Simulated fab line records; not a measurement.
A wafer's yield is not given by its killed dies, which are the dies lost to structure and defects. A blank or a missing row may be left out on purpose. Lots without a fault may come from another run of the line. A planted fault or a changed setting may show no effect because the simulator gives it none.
Matching of chambers :: flow nandHarc :: rieDiel-11 running NHARC_A_WL_FILL_STRIP_29: 4 sister chambers
The step strips in O2, time 20 s. 8 wafers are shown with their chamber, then 8 later ones without.

WAFERS, EACH WITH ITS CHAMBER
wafer: L081.1
chamber: 0
drypumpMotorCurrentA (A): 5.8
rfVppV (V): 56.2

wafer: L084.3
chamber: 0
drypumpMotorCurrentA (A): 5.8
rfVppV (V): 56.2

wafer: L087.1
chamber: 1
drypumpMotorCurrentA (A): 5.5
rfVppV (V): 59.0

wafer: L087.2
chamber: 2
drypumpMotorCurrentA (A): 5.6
rfVppV (V): 58.5

wafer: L094.1
chamber: 3
drypumpMotorCurrentA (A): 6.0
rfVppV (V): 56.8

wafer: L094.2
chamber: 2
drypumpMotorCurrentA (A): 5.6
rfVppV (V): 58.3

wafer: L094.3
chamber: 1
drypumpMotorCurrentA (A): 5.4
rfVppV (V): 57.4

wafer: L092.3
chamber: 3
drypumpMotorCurrentA (A): 6.0
rfVppV (V): 57.6

WAFERS MISSING THEIR CHAMBER
wafer: L092.5
drypumpMotorCurrentA (A): 6.0
rfVppV (V): 58.1

wafer: L092.6
drypumpMotorCurrentA (A): 5.5
rfVppV (V): 57.4

wafer: L096.1
drypumpMotorCurrentA (A): 6.0
rfVppV (V): 57.4

wafer: L096.2
drypumpMotorCurrentA (A): 5.5
rfVppV (V): 58.8

wafer: L096.3
drypumpMotorCurrentA (A): 5.6
rfVppV (V): 59.8

wafer: L097.2
drypumpMotorCurrentA (A): 5.8
rfVppV (V): 57.8

wafer: L097.3
drypumpMotorCurrentA (A): 5.6
rfVppV (V): 58.4

wafer: L097.6
drypumpMotorCurrentA (A): 6.0
rfVppV (V): 56.0

THE CHAMBER EACH PASSED THROUGH
wafer: L092.5
from the rows above: 3
in truth: 3

wafer: L092.6
from the rows above: can't be placed: 1 or 2
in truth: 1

wafer: L096.1
from the rows above: 3
in truth: 3

wafer: L096.2
from the rows above: can't be placed: 1 or 2
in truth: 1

wafer: L096.3
from the rows above: 2
in truth: 2

wafer: L097.2
from the rows above: 0
in truth: 0

wafer: L097.3
from the rows above: 2
in truth: 2

wafer: L097.6
from the rows above: 3
in truth: 3
Placed correctly: 6 of 8. Cannot be placed on the basis of these rows: 2; the candidates contain the true chamber in 2. Number placed wrongly: 0.
How it was worked out, from the rows above alone: a wafer's distance from a chamber is the root of the sum, over the readings, of the square of ((its reading less the chamber's mean) divided by the reading's scatter). The wafer belongs to the nearest chamber; if the next one is less than 2 further off, it can't be placed. For every chamber, the mean is computed from those of its wafers that are shown. The scatter: the root of (the sum of the squares of (reading less its chamber's mean) over the shown wafers, divided by (wafers less chambers)).
